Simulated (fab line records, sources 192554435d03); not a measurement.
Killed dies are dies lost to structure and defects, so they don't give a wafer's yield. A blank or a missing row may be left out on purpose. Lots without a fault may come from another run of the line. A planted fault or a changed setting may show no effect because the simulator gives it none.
Chamber matching | flow n5_finfet | N5_PMOS_HMC_CHANNEL_EPI_DESCUM_14 on rie_diel-03: 4 sister chambers
The step chemistry O2, time 7.9 s. 20 wafers are shown with their chamber, then 10 later ones without.

WAFERS WITH THEIR CHAMBER
wafer  | chamber | showerhead_plenum_p_Torr (Torr) | throttle_valve_pct (%) | oes_product_au (a.u.)
L075.2 | 3       | 2.15                            | 20.48                  | 0.71
L075.4 | 1       | 2.16                            | 20.61                  | 0.71
L075.6 | 2       | 2.01                            | 20.33                  | 0.74
L076.3 | 0       | 2.22                            | 20.96                  | 0.76
L076.4 | 1       | 2.16                            | 20.61                  | 0.71
L076.6 | 0       | 2.22                            | 20.98                  | 0.75
L078.1 | 3       | 2.15                            | 20.48                  | 0.70
L078.2 | 1       | 2.16                            | 20.61                  | 0.70
L078.5 | 3       | 2.15                            | 20.48                  | 0.70
L081.2 | 2       | 2.00                            | 20.34                  | 0.74
L081.3 | 0       | 2.22                            | 20.98                  | 0.76
L081.4 | 3       | 2.14                            | 20.50                  | 0.70
L083.1 | 0       | 2.21                            | 21.00                  | 0.75
L083.2 | 1       | 2.16                            | 20.63                  | 0.69
L083.3 | 3       | 2.14                            | 20.50                  | 0.69
L083.4 | 2       | 2.00                            | 20.35                  | 0.73
L083.5 | 0       | 2.21                            | 20.97                  | 0.74
L083.6 | 1       | 2.16                            | 20.64                  | 0.70
L088.1 | 0       | 2.21                            | 21.01                  | 0.73
L088.5 | 3       | 2.14                            | 20.51                  | 0.68

SIGNATURES (means of the wafers above)
reading                  | chamber 0 | chamber 1 | chamber 2 | chamber 3 | scatter within a chamber
showerhead_plenum_p_Torr | 2.2150    | 2.1600    | 2.0033    | 2.1450    | 0.00479
throttle_valve_pct       | 20.9833   | 20.6200   | 20.3400   | 20.4917   | 0.015
oes_product_au           | 0.7483    | 0.7020    | 0.7367    | 0.6967    | 0.00988
Rule: a wafer's distance from a chamber is the root of the sum, over the readings, of the square of ((its reading less the chamber's mean) divided by the reading's scatter). The wafer belongs to the nearest chamber; if the next one is less than 2 further off, it can't be placed. The scatter: the root of (the sum of the squares of (reading less its chamber's mean) over the shown wafers, divided by (wafers less chambers)).

WAFERS WITHOUT THEIR CHAMBER
wafer  | showerhead_plenum_p_Torr (Torr) | throttle_valve_pct (%) | oes_product_au (a.u.)
L088.6 | 2.21                            | 20.99                  | 0.74
L089.1 | 2.15                            | 20.65                  | 0.69
L089.2 | 2.00                            | 20.37                  | 0.72
L089.6 | 2.15                            | 20.65                  | 0.69
L090.1 | 2.21                            | 21.00                  | 0.73
L090.4 | 2.15                            | 20.64                  | 0.68
L090.5 | 2.00                            | 20.38                  | 0.72
L097.2 | 1.99                            | 20.40                  | 0.72
L097.4 | 2.14                            | 20.27                  | 0.93
L097.5 | 1.99                            | 20.41                  | 0.72

WHICH CHAMBER EACH WENT THROUGH
wafer  | from the rows above | in truth
L088.6 | 0                   | 0
L089.1 | 1                   | 1
L089.2 | 2                   | 2
L089.6 | 1                   | 1
L090.1 | 0                   | 0
L090.4 | 1                   | 1
L090.5 | 2                   | 2
L097.2 | 2                   | 2
L097.4 | 3                   | 3
L097.5 | 2                   | 2
Placed correctly: 10 of 10. Can't be placed from these rows: 0. Placed wrongly: 0.
